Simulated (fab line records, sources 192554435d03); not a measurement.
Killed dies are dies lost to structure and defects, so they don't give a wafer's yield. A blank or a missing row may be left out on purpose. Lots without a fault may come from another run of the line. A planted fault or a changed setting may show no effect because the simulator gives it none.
fab line records | flow n5_finfet
record lots=24 wafers=72 last_day=17
route steps=1938 shown MOL_CONTACT_COAG@538 BEOL_M0_SAQP@650
lots that met no fault: from a run of the same line without faults
start_h: hours from the record's first day to the start of the lot's first wafer shown | wait_h: hours since the lot's step before | " the same as in the row above | L1.1+2: a row that stands for several wafers | - no value, or no start given | * or withheld: withheld | < > ~ a bound
route shown NAME@n: a module of which the file shows steps, and the number in the route of the first | usual: mean/standard deviation of fault-free wafers | same: alike in all rows | chamber/n: place in a boat | sites: the reading at each site | _std_site: their standard deviation | _edge_site: outer sites' mean less inner sites' | radius_mm: how far each site lies from the wafer's centre | mask NAME#n: copy n | behind: the tool/chamber that last shaped the wafer | hold: why the lot was held/for how many hours/how that ended | device: the transistor (n, p or np) that didn't switch | end of line: the same wafers' tests at the end of the route | a step without rows: its recipe alone | killed: dies lost to structure and defects at the first sort, not the wafer's yield | map: a wafer's dies, x killed, . not, _ none there
set.NAME: the setting as run; set.NAME@STEP: as run at that earlier step | model.NAME: the simulator's own value behind a step, which no gauge read
steps of the route over a sample of lots; a table a step, a row a wafer
services: from which hour (start_h, from the record's first day; less than 0 if before it) a tool's chamber was out of use, for how many hours, and why
## steps
# step N5_MOL_CONTACT_COAG_ETCH_110
# recipe chemistry=CF4/O2 target=Si target_depth_a=25 time_s=8 pressure_mtorr=100 source_w=200 bias_w=12 ion_energy_ev=60 Ar_flow_sccm=100 cf4_flow_sccm=100 O2_flow_sccm=10
# usual drypump_motor_current_A=5.3/0.47 oes_product_au=0.75/0.096 rf_fwd_power_W=198.4/0.73 rf_vpp_V=129/4.9 showerhead_plenum_p_Torr=2.20/0.078 throttle_valve_pct=10.80/0.29
# same time_s=8
# columns lot.wafer tool chamber start_h wait_h drypump_motor_current_A oes_product_au rf_fwd_power_W rf_hours_counter_h rf_vpp_V showerhead_plenum_p_Torr throttle_valve_pct
L074.3 rie_diel-04 3 88.58 0.0 4.8 0.72 198.7 165 137 2.32 11.03
L074.4 " 0 " " 5.4 0.71 199.6 217 129 2.21 11.19
L074.5 " 3 " " 4.9 0.72 198.8 - 138 2.32 11.03
L075.2 rie_diel-04 1 92.77 0.0 5.3 0.68 198.4 225 130 2.10 10.89
L075.4 " 3 " " 4.9 0.72 198.5 167 137 2.32 11.05
L075.6 " 2 " " 5.3 0.74 198.2 - 124 2.14 10.56
L076.2 rie_diel-05 2 102.82 0.0 5.2 0.88 198.7 38 129 2.26 10.28
L076.5 " 0 " " 6.0 0.66 199.0 - 129 2.18 10.87
L076.6 " 3 " " 4.9 0.77 197.3 - 122 2.13 10.78
L077.1 rie_diel-04 3 106.12 0.0 4.8 0.70 198.9 171 137 2.32 11.04
L077.2 " 2 " " 5.3 0.74 197.2 163 124 2.14 10.57
L077.5 " 1 " " 5.3 0.67 199.3 - 130 2.10 10.91
L078.1 rie_diel-01 1 112.73 0.0 4.7 0.75 197.2 176 122 2.30 10.86
L078.2 " 0 " " 4.9 0.67 198.6 246 136 2.21 11.11
L078.6 " 0 " " 4.9 0.67 198.6 - 135 2.21 11.12
L079.1 rie_diel-04 2 117.27 0.0 5.3 0.73 198.6 166 123 2.14 10.61
L079.4 " 3 " " 4.8 0.71 198.5 175 136 2.32 11.05
L079.5 " 1 " " 5.3 0.67 199.2 - 129 2.10 10.92
L080.1 rie_diel-04 0 123.10 0.0 5.5 0.70 200.1 230 130 2.20 11.21
L080.3 " 2 " " 5.3 0.74 198.1 169 122 2.14 10.61
L080.5 " 3 " " 4.9 0.71 198.8 - 136 2.32 11.07
L081.2 rie_diel-01 2 130.93 0.0 6.3 0.66 198.1 223 124 2.18 10.99
L081.4 " 1 " " 4.7 0.74 197.8 177 123 2.30 10.86
L081.6 " 1 " " 4.7 0.74 198.6 - 124 2.30 10.87
L082.1 rie_diel-04 3 144.47 0.0 4.9 0.71 198.4 186 136 2.32 11.08
L082.2 " 2 " " 5.3 0.72 197.3 178 123 2.14 10.63
L082.6 " 3 " " 4.9 0.70 198.8 - 137 2.32 11.08
L083.3 rie_diel-05 3 148.64 0.0 4.9 0.75 198.7 178 121 2.12 10.86
L083.5 " 0 " " 6.0 0.99 197.3 - 129 2.17 10.17
L083.6 " 3 " " 4.9 0.75 198.5 - 121 2.12 10.85
L084.2 rie_diel-04 0 151.49 0.0 5.5 0.69 199.0 241 129 2.20 11.28
L084.3 " 3 " " 4.9 0.70 198.0 189 136 2.32 11.09
L084.6 " 3 " " 4.9 0.69 198.9 - 137 2.32 11.09
L085.1 rie_diel-01 3 153.42 0.0 4.8 0.67 197.6 235 128 2.18 10.82
L085.3 " 2 " " 6.3 0.66 199.5 232 125 2.18 11.03
L085.6 " 2 " " 6.3 0.66 198.6 - 126 2.18 11.01
L086.1 rie_diel-04 2 163.46 0.0 5.3 0.73 198.8 186 123 2.13 10.64
L086.2 " 3 " " 4.9 0.69 198.0 194 136 2.31 11.12
L086.5 " 1 " " 5.3 0.65 197.9 - 130 2.09 10.97
L087.1 rie_diel-05 0 169.35 0.0 5.9 0.94 198.6 9 130 2.17 10.20
L087.4 " 1 " " 6.4 0.73 198.8 168 131 2.15 10.84
L087.6 " 0 " " 5.9 0.94 198.1 - 128 2.17 10.21
L088.1 rie_diel-05 3 170.32 0.0 4.9 0.74 198.2 185 122 2.12 10.88
L088.3 " 2 " " 5.2 0.84 198.2 63 129 2.26 10.35
L088.6 " 3 " " 4.8 0.74 198.2 - 121 2.12 10.87
L089.2 rie_diel-01 0 177.54 0.0 4.9 0.94 196.5 9 135 2.20 10.45
L089.5 " 1 " " 4.7 0.73 197.2 - 123 2.29 10.93
L089.6 " 0 " " 4.9 0.94 198.0 - 135 2.20 10.46
L090.2 rie_diel-01 3 182.75 0.0 4.9 0.67 197.5 246 128 2.18 10.84
L090.5 " 3 " " 4.9 0.67 196.7 - 127 2.18 10.81
L090.6 " 0 " " 4.9 0.94 197.1 - 135 2.20 10.46
L091.4 rie_diel-01 0 190.05 0.0 4.9 0.93 197.7 13 136 2.20 10.45
L091.5 " 1 " " 4.7 0.72 197.5 - 124 2.29 10.93
L091.6 " 0 " " 4.9 0.93 199.0 - 135 2.20 10.46
L092.2 rie_diel-04 3 198.65 0.0 4.9 0.68 198.5 211 137 2.31 11.15
L092.3 " 2 " " 5.3 0.71 198.0 203 124 2.13 10.69
L092.5 " 2 " " 5.3 0.71 198.2 - 122 2.13 10.69
L093.3 rie_diel-05 3 202.75 0.0 4.9 0.73 199.2 196 122 2.12 10.90
L093.5 " 2 " " 5.2 0.82 199.5 - 127 2.25 10.39
L093.6 " 1 " " 6.4 0.72 198.9 - 131 2.14 10.88
L094.1 rie_diel-04 0 209.50 0.0 5.5 1.00 199.5 1 128 2.19 10.57
L094.3 " 2 " " 5.3 0.70 198.3 207 123 2.12 10.70
L094.5 " 3 " " 4.9 0.67 198.9 - 135 2.31 11.17
L095.3 rie_diel-04 3 213.95 0.0 4.8 0.68 199.6 217 137 2.31 11.18
L095.4 " 2 " " 5.3 0.70 198.2 209 124 2.12 10.71
L095.5 " 1 " " 5.3 0.89 198.7 - 132 2.34 10.31
L096.3 rie_diel-04 0 222.72 0.0 5.5 0.97 199.1 7 130 2.19 10.59
L096.5 " 2 " " 5.3 0.70 198.6 - 123 2.12 10.73
L096.6 " 1 " " 5.3 0.89 197.9 - 131 2.34 10.30
L097.1 rie_diel-04 1 229.15 0.0 5.3 0.89 198.8 22 132 2.34 10.31
L097.2 " 0 " " 5.4 0.97 199.9 8 130 2.19 10.59
L097.6 " 3 " " 4.9 0.67 198.5 - 136 2.30 11.19
# step N5_MOL_CONTACT_COAG_ANNEAL_113
# recipe temp_c=400 time_s=300 ambient=H2/N2
# usual lamp_power_pct=2.80/0.16 lamp_zone_3_pct=2.80/0.16 wafer_temp_C_max=401.8/0.55
# same time_s=300
# columns lot.wafer tool chamber start_h wait_h lamp_power_pct lamp_zone_3_pct wafer_temp_C_max
L074.3 rtp_anneal-01 0 91.81 0.6 3.01 3.01 401.0
L074.4 " 0 " " 3.01 3.01 401.0
L074.5 " 0 " " 3.01 3.01 401.2
L075.2 rtp_anneal-02 0 97.92 0.5 2.68 2.68 402.6
L075.4 " 0 " " 2.68 2.68 401.7
L075.6 " 0 " " 2.68 2.68 402.7
L076.2 rtp_anneal-02 0 105.86 0.5 2.68 2.68 401.4
L076.5 " 0 " " 2.68 2.67 401.8
L076.6 " 0 " " 2.68 2.68 402.5
L077.1 rtp_anneal-01 0 109.47 0.3 3.02 3.01 401.4
L077.2 " 0 " " 3.01 3.01 401.4
L077.5 " 0 " " 3.01 3.01 401.4
L078.1 rtp_anneal-02 0 115.26 0.3 2.68 2.68 401.9
L078.2 " 0 " " 2.68 2.67 401.9
L078.6 " 0 " " 2.67 2.67 402.4
L079.1 rtp_anneal-02 0 120.72 0.3 2.68 2.68 404.0
L079.4 " 0 " " 2.67 2.68 401.5
L079.5 " 0 " " 2.67 2.67 402.6
L080.1 rtp_anneal-02 0 125.69 0.5 2.68 2.68 402.7
L080.3 " 0 " " 2.67 2.68 402.1
L080.5 " 0 " " 2.67 2.67 402.5
L081.2 rtp_anneal-01 0 134.05 0.8 3.01 3.01 401.4
L081.4 " 0 " " 3.01 3.01 401.7
L081.6 " 0 " " 3.01 3.01 401.3
L082.1 rtp_anneal-02 0 148.30 0.3 2.67 2.68 401.7
L082.2 " 0 " " 2.68 2.67 402.0
L082.6 " 0 " " 2.68 2.68 401.9
L083.3 rtp_anneal-02 0 153.23 0.7 2.67 2.68 401.5
L083.5 " 0 " " 2.68 2.68 401.6
L083.6 " 0 " " 2.68 2.68 401.4
L084.2 rtp_anneal-01 0 155.47 0.5 3.01 3.01 401.5
L084.3 " 0 " " 3.01 3.01 401.1
L084.6 " 0 " " 3.01 3.01 401.8
L085.1 rtp_anneal-02 0 156.17 0.5 2.68 2.68 401.7
L085.3 " 0 " " 2.67 2.67 401.4
L085.6 " 0 " " 2.68 2.68 402.1
L086.1 rtp_anneal-02 0 166.28 0.3 2.68 2.68 402.1
L086.2 " 0 " " 2.68 2.67 402.2
L086.5 " 0 " " 2.68 2.68 402.4
L087.1 rtp_anneal-02 0 172.14 0.4 2.67 2.68 402.2
L087.4 " 0 " " 2.67 2.68 402.2
L087.6 " 0 " " 2.67 2.68 402.3
L088.1 rtp_anneal-01 0 174.47 0.3 3.01 3.01 401.6
L088.3 " 0 " " 3.01 3.01 401.4
L088.6 " 0 " " 3.01 3.01 400.8
L089.2 rtp_anneal-02 0 181.31 0.6 2.68 2.68 402.4
L089.5 " 0 " " 2.67 2.68 402.7
L089.6 " 0 " " 2.68 2.67 403.0
L090.2 rtp_anneal-01 0 186.94 0.5 3.01 3.01 401.0
L090.5 " 0 " " 3.01 3.01 401.7
L090.6 " 0 " " 3.01 3.01 401.0
L091.4 rtp_anneal-02 0 193.93 0.5 2.68 2.68 402.1
L091.5 " 0 " " 2.67 2.68 402.0
L091.6 " 0 " " 2.68 2.67 401.7
L092.2 rtp_anneal-01 0 202.36 0.5 3.01 3.01 401.0
L092.3 " 0 " " 3.01 3.01 401.5
L092.5 " 0 " " 3.01 3.01 401.5
L093.3 rtp_anneal-01 0 208.37 0.7 3.01 3.02 401.8
L093.5 " 0 " " 3.02 3.01 401.4
L093.6 " 0 " " 3.01 3.01 401.9
L094.1 rtp_anneal-01 0 211.97 0.3 3.01 3.01 401.6
L094.3 " 0 " " 3.01 3.01 401.3
L094.5 " 0 " " 3.01 3.01 401.3
L095.3 rtp_anneal-02 0 217.79 0.6 2.68 2.67 402.1
L095.4 " 0 " " 2.67 2.68 401.5
L095.5 " 0 " " 2.68 2.68 401.7
L096.3 rtp_anneal-02 0 226.61 0.6 2.68 2.68 402.3
L096.5 " 0 " " 2.68 2.68 401.3
L096.6 " 0 " " 2.67 2.67 402.0
L097.1 rtp_anneal-02 0 231.58 0.4 2.68 2.68 402.6
L097.2 " 0 " " 2.68 2.68 401.5
L097.6 " 0 " " 2.68 2.68 401.8
# step N5_MOL_CONTACT_COAG_SPUTTER_130
# recipe material=Co target_thk_a=475 temp_c=25 chamber_pressure_pa=0.5 power_w=3000
# usual throttle_valve_pct=30.2/1
# columns lot.wafer tool chamber start_h wait_h throttle_valve_pct
L074.3 pvd_sputter-03 - 96.55 0.0 30.1
L074.4 " - " " 30.3
L074.5 " - " " 30.2
L075.2 pvd_sputter-01 - 100.31 0.0 28.8
L075.4 " - " " 29.2
L075.6 " - " " 31.0
L076.2 pvd_sputter-01 - 108.60 0.0 29.0
L076.5 " - " " 29.0
L076.6 " - " " 31.3
L077.1 pvd_sputter-02 - 111.02 0.0 29.6
L077.2 " - " " 30.8
L077.5 " - " " 31.0
L078.1 pvd_sputter-01 - 116.44 0.0 28.9
L078.2 " - " " 31.5
L078.6 " - " " 29.3
L079.1 pvd_sputter-02 - 123.08 0.0 31.2
L079.4 " - " " 30.5
L079.5 " - " " 30.5
L080.1 pvd_sputter-03 - 127.60 0.0 28.3
L080.3 " - " " 30.2
L080.5 " - " " 29.8
L081.2 pvd_sputter-01 - 138.64 0.0 31.7
L081.4 " - " " 29.0
L081.6 " - " " 31.3
L082.1 pvd_sputter-01 - 151.17 0.0 31.6
L082.2 " - " " 28.8
L082.6 " - " " 29.1
L083.3 pvd_sputter-03 - 154.92 0.0 29.7
L083.5 " - " " 30.3
L083.6 " - " " 29.7
L084.2 pvd_sputter-02 - 158.23 0.0 31.5
L084.3 " - " " 29.3
L084.6 " - " " 30.5
L085.1 pvd_sputter-02 - 158.49 0.0 29.7
L085.3 " - " " 31.6
L085.6 " - " " 29.2
L086.1 pvd_sputter-01 - 170.25 0.0 31.0
L086.2 " - " " 28.9
L086.5 " - " " 30.9
L087.1 pvd_sputter-02 - 174.04 0.0 31.5
L087.4 " - " " 30.4
L087.6 " - " " 30.6
L088.1 pvd_sputter-01 - 178.71 0.0 29.2
L088.3 " - " " 31.5
L088.6 " - " " 31.6
L089.2 pvd_sputter-03 - 182.85 0.0 30.3
L089.5 " - " " 30.1
L089.6 " - " " 29.8
L090.2 pvd_sputter-03 - 189.24 0.0 28.3
L090.5 " - " " 30.0
L090.6 " - " " 29.5
L091.4 pvd_sputter-01 - 195.14 0.0 31.2
L091.5 " - " " 29.3
L091.6 " - " " 31.7
L092.2 pvd_sputter-02 - 204.79 0.0 30.3
L092.3 " - " " 29.6
L092.5 " - " " 31.5
L093.3 pvd_sputter-01 - 210.33 0.0 29.2
L093.5 " - " " 29.3
L093.6 " - " " 31.6
L094.1 pvd_sputter-01 - 213.91 0.0 29.2
L094.3 " - " " 31.5
L094.5 " - " " 31.2
L095.3 pvd_sputter-01 - 220.37 0.0 30.9
L095.4 " - " " 29.3
L095.5 " - " " 29.1
L096.3 pvd_sputter-03 - 228.03 0.0 30.3
L096.5 " - " " 30.3
L096.6 " - " " 29.6
L097.1 pvd_sputter-02 - 233.39 0.0 30.9
L097.2 " - " " 29.6
L097.6 " - " " 30.3
# step N5_MOL_CONTACT_COAG_VIA_ETCH_46
# recipe chemistry=C4F6/O2 target_depth_a=460 overetch_a=92 mask_material=SOC target=SiO2 bias_w=455 pressure_mtorr=10 time_s=40 source_w=325 Ar_flow_sccm=300 C4F6_flow_sccm=10 O2_flow_sccm=10 ion_energy_ev=575.3 ends=end_point
# usual drypump_motor_current_A=5.4/0.56 oes_product_au=0.69/0.083 rf_fwd_power_W=323.0/1.1 rf_vpp_V=1594/47 showerhead_plenum_p_Torr=2.81/0.091 throttle_valve_pct=41.0/0.64
# columns lot.wafer tool chamber start_h wait_h drypump_motor_current_A oes_product_au rf_fwd_power_W rf_hours_counter_h rf_vpp_V showerhead_plenum_p_Torr throttle_valve_pct
L074.3 rie_diel-04 2 102.07 0.0 5.3 0.65 321.6 161 1541 2.72 40.9
L074.4 " 0 " " 5.5 0.63 322.8 221 1613 2.81 41.4
L074.5 " 1 " " 5.4 0.62 323.6 - 1613 2.67 39.9
L075.2 rie_diel-05 3 105.66 0.0 4.9 0.67 325.8 158 1527 2.74 41.1
L075.4 " 0 " " 5.9 0.60 324.5 244 1606 2.78 40.1
L075.6 " 1 " " 6.4 0.69 322.3 - 1603 2.75 41.6
L076.2 rie_diel-05 0 113.19 0.0 6.0 0.61 323.3 247 1606 2.78 40.1
L076.5 " 2 " " 5.2 0.77 321.8 - 1599 2.90 40.5
L076.6 " 1 " " 6.4 0.70 324.9 - 1602 2.75 41.6
L077.1 rie_diel-04 0 115.48 0.0 5.5 0.62 323.6 226 1614 2.81 41.5
L077.2 " 1 " " 5.3 0.61 324.4 232 1614 2.67 39.9
L077.5 " 1 " " 5.3 0.61 324.7 - 1614 2.67 39.9
L078.1 rie_diel-04 1 121.55 0.0 5.3 0.62 323.7 236 1614 2.67 39.9
L078.2 " 3 " " 4.9 0.66 324.8 177 1679 2.96 42.0
L078.6 " 0 " " 5.4 0.64 322.1 - 1613 2.81 41.5
L079.1 rie_diel-05 1 129.05 0.0 6.4 0.68 323.9 154 1602 2.75 41.6
L079.4 " 2 " " 5.2 0.77 325.6 - 1597 2.89 40.5
L079.5 " 1 " " 6.4 0.69 323.3 - 1601 2.75 41.7
L080.1 rie_diel-04 3 132.56 0.0 4.9 0.65 323.2 182 1678 2.96 42.0
L080.3 " 1 " " 5.3 0.60 322.7 241 1614 2.66 39.9
L080.5 " 1 " " 5.3 0.61 322.7 - 1615 2.66 40.0
L081.2 rie_diel-05 1 143.51 0.0 6.4 0.67 324.3 161 1602 2.74 41.6
L081.4 " 0 " " 5.8 0.86 322.7 0 1605 2.78 40.0
L081.6 " 2 " " 5.2 0.76 322.1 - 1597 2.89 40.5
L082.1 rie_diel-04 2 155.93 0.0 5.3 0.64 322.7 182 1541 2.71 40.9
L082.2 " 0 " " 5.4 0.62 323.1 243 1613 2.80 41.5
L082.6 " 2 " " 5.3 0.65 322.4 - 1539 2.71 41.0
L083.3 rie_diel-05 0 159.26 0.0 5.9 0.83 323.6 5 1606 2.78 40.1
L083.5 " 2 " " 5.2 0.73 323.8 - 1598 2.89 40.5
L083.6 " 3 " " 4.9 0.66 323.8 - 1523 2.73 41.1
L084.2 rie_diel-01 0 162.71 0.0 4.9 0.84 324.0 4 1660 2.81 41.4
L084.3 " 2 " " 6.3 0.60 322.4 236 1546 2.78 40.2
L084.6 " 0 " " 4.9 0.87 321.4 - 1659 2.81 41.4
L085.1 rie_diel-05 1 162.98 0.0 6.4 0.68 323.9 167 1601 2.74 41.6
L085.3 " 3 " " 4.8 0.65 322.5 182 1526 2.73 41.1
L085.6 " 0 " " 5.9 0.84 320.9 - 1606 2.78 40.1
L086.1 rie_diel-01 3 175.20 0.0 4.9 0.60 321.6 243 1596 2.76 40.0
L086.2 " 2 " " 6.3 0.60 321.1 240 1547 2.78 40.2
L086.5 " 2 " " 6.3 0.60 322.2 - 1547 2.78 40.2
L087.1 rie_diel-01 3 180.78 0.0 4.9 0.60 322.7 245 1596 2.76 40.0
L087.4 " 2 " " 6.3 0.60 322.2 242 1546 2.78 40.2
L087.6 " 3 " " 4.8 0.62 323.0 - 1597 2.76 40.0
L088.1 rie_diel-05 2 183.90 0.0 5.2 0.75 323.0 68 1597 2.88 40.5
L088.3 " 0 " " 6.0 0.82 323.8 13 1605 2.77 40.1
L088.6 " 2 " " 5.2 0.75 323.0 - 1598 2.88 40.5
L089.2 rie_diel-05 3 188.49 0.0 4.9 0.64 322.5 190 1524 2.73 41.1
L089.5 " 0 " " 5.9 0.83 321.7 - 1603 2.77 40.1
L089.6 " 1 " " 6.5 0.67 323.9 - 1601 2.74 41.6
L090.2 rie_diel-04 3 193.99 0.0 4.9 0.61 322.4 209 1677 2.95 42.0
L090.5 " 1 " " 5.3 0.83 323.9 - 1639 2.99 40.5
L090.6 " 3 " " 4.9 0.63 323.5 - 1676 2.95 42.0
L091.4 rie_diel-04 1 199.77 0.0 5.4 0.82 323.2 - 1640 2.99 40.5
L091.5 " 3 " " 4.9 0.62 322.1 - 1678 2.95 42.0
L091.6 " 2 " " 5.3 0.64 323.2 - 1538 2.70 41.0
L092.2 rie_diel-05 1 209.53 0.0 6.4 0.66 322.9 181 1601 2.74 41.6
L092.3 " 2 " " 5.2 0.72 323.9 77 1598 2.88 40.5
L092.5 " 3 " " 4.8 0.65 323.2 - 1524 2.72 41.1
L093.3 rie_diel-04 0 214.79 0.0 5.4 0.86 323.5 4 1613 2.79 41.4
L093.5 " 3 " " 4.9 0.62 322.8 - 1678 2.95 42.0
L093.6 " 2 " " 5.3 0.64 321.6 - 1541 2.70 41.0
L094.1 rie_diel-01 1 218.26 0.0 4.7 0.63 323.7 214 1537 2.93 41.5
L094.3 " 3 " " 4.9 0.87 321.4 3 1595 2.76 40.4
L094.5 " 1 " " 4.7 0.64 324.1 - 1535 2.93 41.5
L095.3 rie_diel-01 3 228.96 0.0 4.9 0.84 320.7 7 1597 2.76 40.4
L095.4 " 1 " " 4.7 0.64 323.1 218 1536 2.93 41.5
L095.5 " 1 " " 4.7 0.64 322.2 - 1537 2.93 41.5
L096.3 rie_diel-01 0 232.63 0.0 4.9 0.79 321.6 33 1658 2.80 41.5
L096.5 " 0 " " 4.9 0.80 322.9 - 1659 2.80 41.5
L096.6 " 1 " " 4.7 0.64 323.6 - 1538 2.93 41.5
L097.1 rie_diel-05 2 237.93 0.0 5.2 0.72 321.3 87 1597 2.87 40.6
L097.2 " 3 " " 4.9 0.63 322.8 207 1526 2.72 41.1
L097.6 " 3 " " 4.9 0.64 323.8 - 1524 2.72 41.1
# step N5_MOL_CONTACT_COAG_CD_MEAS_40
# recipe target_cd_nm=25.1 landing_energy_ev=500 detector=se_inlens polarity=opening
# usual cd_nm=25.09/0.26
# columns lot.wafer tool chamber start_h wait_h cd_nm
L074.3 cd_sem-03 0 102.86 - 25.48
L074.4 " 0 " " 25.39
L074.5 " 0 " " 25.08
L075.2 cd_sem-03 0 106.31 - 25.20
L075.4 " 0 " " 24.76
L075.6 " 0 " " 25.64
L076.2 cd_sem-01 0 113.86 - 25.40
L076.5 " 0 " " 25.38
L076.6 " 0 " " 25.36
L077.1 cd_sem-01 0 116.13 - 25.13
L077.2 " 0 " " 25.62
L077.5 " 0 " " 25.42
L078.1 cd_sem-02 0 122.33 - 24.43
L078.2 " 0 " " 25.01
L078.6 " 0 " " 24.62
L079.1 cd_sem-03 0 129.70 - 24.88
L079.4 " 0 " " 25.14
L079.5 " 0 " " 25.22
L080.1 cd_sem-02 0 133.21 - 25.27
L080.3 " 0 " " 25.68
L080.5 " 0 " " 25.25
L081.2 cd_sem-01 0 144.29 - 25.02
L081.4 " 0 " " 25.16
L081.6 " 0 " " 25.46
L082.1 cd_sem-01 0 156.72 - 25.11
L082.2 " 0 " " 24.99
L082.6 " 0 " " 24.62
L083.3 cd_sem-03 0 159.94 - 25.39
L083.5 " 0 " " 24.97
L083.6 " 0 " " 25.36
L084.2 cd_sem-03 0 163.36 - 24.96
L084.3 " 0 " " 25.02
L084.6 " 0 " " 24.98
L085.1 cd_sem-03 0 163.64 - 24.83
L085.3 " 0 " " 24.84
L085.6 " 0 " " 24.78
L086.1 cd_sem-01 0 175.86 - 25.22
L086.2 " 0 " " 24.91
L086.5 " 0 " " 25.06
L087.1 cd_sem-02 0 181.43 - 25.10
L087.4 " 0 " " 25.47
L087.6 " 0 " " 25.10
L088.1 cd_sem-01 0 184.56 - 24.97
L088.3 " 0 " " 25.22
L088.6 " 0 " " 24.67
L089.2 cd_sem-01 0 189.27 - 25.27
L089.5 " 0 " " 24.64
L089.6 " 0 " " 25.19
L090.2 cd_sem-03 0 194.77 - 24.96
L090.5 " 0 " " 25.16
L090.6 " 0 " " 25.38
L091.4 cd_sem-02 0 200.40 - 24.81
L091.5 " 0 " " 24.62
L091.6 " 0 " " 25.26
L092.2 cd_sem-02 0 210.19 - 25.10
L092.3 " 0 " " 24.95
L092.5 " 0 " " 25.24
L093.3 cd_sem-01 0 215.44 - 25.38
L093.5 " 0 " " 25.17
L093.6 " 0 " " 25.12
L094.1 cd_sem-01 0 218.91 - 25.23
L094.3 " 0 " " 25.13
L094.5 " 0 " " 25.09
L095.3 cd_sem-02 0 229.62 - 24.86
L095.4 " 0 " " 24.97
L095.5 " 0 " " 25.18
L096.3 cd_sem-01 0 233.42 - 24.77
L096.5 " 0 " " 24.98
L096.6 " 0 " " 24.87
L097.1 cd_sem-02 0 238.59 - 25.30
L097.2 " 0 " " 25.13
L097.6 " 0 " " 24.86
# step N5_BEOL_M0_SAQP_OVL_MEAS_15
# recipe points_per_wafer=44
# usual M0_CORE_OVL=0.3/0.72
# columns lot.wafer tool chamber start_h wait_h M0_CORE_OVL[nm]
L074.3 overlay-02 0 109.78 0.0 -0.5
L074.4 " 0 " " 1.0
L074.5 " 0 " " -0.2
L075.2 overlay-02 0 114.57 0.0 -0.7
L075.4 " 0 " " -0.8
L075.6 " 0 " " -1.1
L076.2 overlay-01 0 120.51 0.0 -1.1
L076.5 " 0 " " 0.4
L076.6 " 0 " " -0.1
L077.1 overlay-02 0 124.06 0.0 -0.4
L077.2 " 0 " " 0.4
L077.5 " 0 " " 0.6
L078.1 overlay-01 0 131.03 0.0 -0.2
L078.2 " 0 " " 2.1
L078.6 " 0 " " 0.1
L079.1 overlay-01 0 139.58 0.0 -0.3
L079.4 " 0 " " -0.9
L079.5 " 0 " " -0.2
L080.1 overlay-02 0 139.82 0.0 1.3
L080.3 " 0 " " 1.7
L080.5 " 0 " " 1.3
L081.2 overlay-02 0 152.01 0.0 0.5
L081.4 " 0 " " 0.5
L081.6 " 0 " " 0.4
L082.1 overlay-01 0 163.12 0.1 0.2
L082.2 " 0 " " 0.7
L082.6 " 0 " " -0.1
L083.3 overlay-02 0 166.21 0.0 0.7
L083.5 " 0 " " -0.2
L083.6 " 0 " " 0.9
L084.2 overlay-01 0 171.34 0.0 0.3
L084.3 " 0 " " 0.8
L084.6 " 0 " " -0.2
L085.1 overlay-02 0 172.84 0.0 0.1
L085.3 " 0 " " 0.8
L085.6 " 0 " " 0.3
L086.1 overlay-01 0 181.89 0.0 2.0
L086.2 " 0 " " 2.6
L086.5 " 0 " " 1.7
L087.1 overlay-01 0 188.79 0.0 0.3
L087.4 " 0 " " 1.1
L087.6 " 0 " " 0.4
L088.1 overlay-01 0 192.97 0.0 0.7
L088.3 " 0 " " 0.6
L088.6 " 0 " " -0.1
L089.2 overlay-01 0 196.88 0.0 0.0
L089.5 " 0 " " -0.1
L089.6 " 0 " " -0.7
L090.2 overlay-01 0 201.97 0.0 -0.4
L090.5 " 0 " " 0.1
L090.6 " 0 " " 0.1
L091.4 overlay-01 0 208.19 0.0 -1.0
L091.5 " 0 " " 0.2
L091.6 " 0 " " 0.3
L092.2 overlay-02 0 217.46 0.0 0.2
L092.3 " 0 " " -0.6
L092.5 " 0 " " -0.1
L093.3 overlay-01 0 223.02 0.0 -0.2
L093.5 " 0 " " 0.4
L093.6 " 0 " " 1.4
L094.1 overlay-02 0 226.85 0.0 0.1
L094.3 " 0 " " 0.5
L094.5 " 0 " " 0.5
L095.3 overlay-01 0 238.86 0.0 -0.5
L095.4 " 0 " " -0.8
L095.5 " 0 " " 0.0
L096.3 overlay-01 0 240.36 0.0 0.9
L096.5 " 0 " " 0.9
L096.6 " 0 " " -0.4
L097.1 overlay-02 0 245.42 0.0 0.8
L097.2 " 0 " " 0.3
L097.6 " 0 " " 0.1
## services
# columns tool chamber start_h hours kind
rie_diel-05 - 71.46 0.8 repair
rie_diel-01 - 102.19 4.3 pm
rie_diel-01 2 107.31 5.2 repair
rie_diel-05 0 119.05 - clean
rie_diel-05 0 119.05 - consumable_replace:focus_ring
rie_diel-05 0 119.05 23.4 scheduled_down
rie_diel-05 0 119.05 23.4 vent_cycle
rie_diel-05 2 120.99 4.6 repair
rie_diel-01 0 141.86 - clean
rie_diel-01 0 141.86 - consumable_replace:focus_ring
rie_diel-01 0 141.86 13.6 scheduled_down
pvd_sputter-01 - 144.28 0.7 repair
rie_diel-04 1 152.74 6.5 repair
rie_diel-04 1 165.36 - clean
rie_diel-04 1 165.36 - consumable_replace:focus_ring
rie_diel-04 1 165.36 - consumable_replace:showerhead
rie_diel-04 1 165.36 12.3 scheduled_down
rie_diel-04 1 165.36 12.3 vent_cycle
rtp_anneal-02 - 175.38 5.5 pm
pvd_sputter-02 - 177.09 4.0 repair
rie_diel-04 0 177.71 - clean
rie_diel-04 0 177.71 - consumable_replace:focus_ring
rie_diel-04 0 177.71 25.2 scheduled_down
rie_diel-04 0 177.71 25.2 vent_cycle
## key
fault none
